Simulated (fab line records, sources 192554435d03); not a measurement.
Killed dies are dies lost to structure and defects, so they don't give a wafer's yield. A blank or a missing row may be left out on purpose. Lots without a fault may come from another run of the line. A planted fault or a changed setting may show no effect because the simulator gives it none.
Chamber matching | flow n5_finfet | N5_BEOL_M11_CURE_71 on uv_cure-02: 3 sister chambers
The step cures SiCOH lowk, time 240 s. 3 wafers are shown with their chamber, then 12 later ones without.

WAFERS WITH THEIR CHAMBER
wafer  | chamber | wafer_temp_C_max
L084.6 | 0       | 385.9
L087.6 | 2       | 386.5
L090.5 | 1       | 386.2

WAFERS WITHOUT THEIR CHAMBER
wafer  | wafer_temp_C_max
L092.1 | 387.7
L092.3 | 386.9
L092.4 | 387.1
L092.2 | 387.3
L092.5 | 386.7
L092.6 | 387.1
L096.1 | 386.9
L096.2 | 387.7
L096.4 | 386.8
L097.1 | 386.9
L097.4 | 387.1
L097.6 | 386.9

WHICH CHAMBER EACH WENT THROUGH
wafer  | from the rows above          | in truth
L092.1 | can't be placed: 2 or 1 or 0 | 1
L092.3 | can't be placed: 2 or 1 or 0 | 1
L092.4 | can't be placed: 2 or 1 or 0 | 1
L092.2 | can't be placed: 2 or 1 or 0 | 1
L092.5 | can't be placed: 2 or 1 or 0 | 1
L092.6 | can't be placed: 2 or 1 or 0 | 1
L096.1 | can't be placed: 2 or 1 or 0 | 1
L096.2 | can't be placed: 2 or 1 or 0 | 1
L096.4 | can't be placed: 2 or 1 or 0 | 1
L097.1 | can't be placed: 2 or 1 or 0 | 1
L097.4 | can't be placed: 2 or 1 or 0 | 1
L097.6 | can't be placed: 2 or 1 or 0 | 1
Placed correctly: 0 of 12. Can't be placed from these rows: 12 (the true chamber is among the candidates in 12). Placed wrongly: 0.
How it was worked out, from the rows above alone: a wafer's distance from a chamber is the root of the sum, over the readings, of the square of ((its reading less the chamber's mean) divided by the reading's scatter). The wafer belongs to the nearest chamber; if the next one is less than 2 further off, it can't be placed. A chamber's mean is the mean of its shown wafers. The scatter: with one shown wafer a chamber, the root of the mean of the squares of how far each hidden wafer lies from its nearest shown one.
